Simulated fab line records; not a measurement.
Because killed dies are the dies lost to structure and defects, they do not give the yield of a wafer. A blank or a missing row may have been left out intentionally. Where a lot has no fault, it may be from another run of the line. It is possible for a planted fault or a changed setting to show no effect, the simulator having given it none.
Problem report, 8D (eight disciplines) form, completed by code | flow nand harc | the parts of the form that need people (team, actions taken, sign-off) are left out

1. PROBLEM STATEMENT
thk nm at NHARC_A_ONON_D1_THK_MEAS_27 reads a mean of 1513 nm on 4 wafers of 2 lots; wafers without a fault read 999 nm with a standard deviation of 9. Measured from the usual mean, that is +57 standard deviations.
The step: measures by ellipsometry.
Earliest sighting: wafer L971.1 on film metro-02 at day 11 17:49. The record has a number at this step for 39 wafers belonging to 13 lots. Rule for "out", or "out of limits": more than 4 standard deviations from the usual mean. Any other wafer with a number is counted as sound.

2. WHAT IT IS, WHAT IT ISN'T
question                    | is                             | is not
which readings at this step | thk nm                         | -
which lots                  | L971, L975                     | L963, L964, L965, L966, L967, L968, L970, L980, L983, L984, L985
which wafers of those lots  | L971.1, L971.2, L975.1, L975.2 | L971.4, L975.3
read on which gauges        | film metro-01, film metro-02   | -
when                        | from day 11 17:49              | up to then (22 sound wafers); but 13 sound wafers of L975, L980, L983, L984, L985 came after

3. SUSPECTS, AND WHAT RULES EACH OUT
Counting: a tool at a process step up to the reading stays a suspect if it ran every lot that is out. Sound lots after the first of them don't rule it out here, since some wafers of a struck lot are sound.
- the gauge at NHARC_A_ONON_D1_THK_MEAS_27: ruled out. Those wafers that are out were read across 2 gauges (film metro-01, film metro-02).
- rtp anneal-02 at NHARC_A_ZERO_WELL_RTA_16 (time 10 s): kept. Ran every lot that is out, first one L971 (day 10 08:32); last sound lot up to then L970 (day 9 17:05).
- pecvd onon-01 at NHARC_A_ONON_D1_DEP_25 (target thk 1000 nm): kept. Ran every lot that is out, first one L971 (day 11 17:19); last sound lot up to then L970 (day 11 01:22).
Remaining after the count are rtp anneal-02 at NHARC_A_ZERO_WELL_RTA_16 and pecvd onon-01 at NHARC_A_ONON_D1_DEP_25.

4. THE CAUSE (what the simulator had put in)
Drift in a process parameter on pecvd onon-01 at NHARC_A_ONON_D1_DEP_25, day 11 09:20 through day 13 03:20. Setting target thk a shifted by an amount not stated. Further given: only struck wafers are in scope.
Of the 2 suspects that counting leaves, this tool is one.

5. THE EFFECT CHAIN, in route order
Each row: a reading where the mean over the struck wafers with a number is more than 3 standard deviations away from the usual. Scope: only readings with a usual standard deviation given in the record; hours: median across lots of the time from each lot's start at the first step in this table that gives one to its start at this step; sigmas: change in usual standard deviations.
hours | step                        | reading         | usual  | on struck wafers | change | sigmas
0     | NHARC_A_ONON_D1_THK_MEAS_27 | thk nm          | 999 nm | 1513             | +514   | +57
382   | NHARC_END_SORT_01           | killed at array | 46     | 674              | +628   | +42
382   | NHARC_END_SORT_01           | killed dies     | 50     | 677              | +627   | +42

6. WHAT WOULD HAVE CAUGHT IT SOONER
In this record the first reading out of limits at a measuring or inspecting step was taken at day 11 17:49, 8 hours after the fault began at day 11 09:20.
Of the lots that are out (2), L975 began NHARC_A_ONON_D1_DEP_25 on pecvd onon-01 after day 11 17:49. A hold on the tool at that time would have spared it.
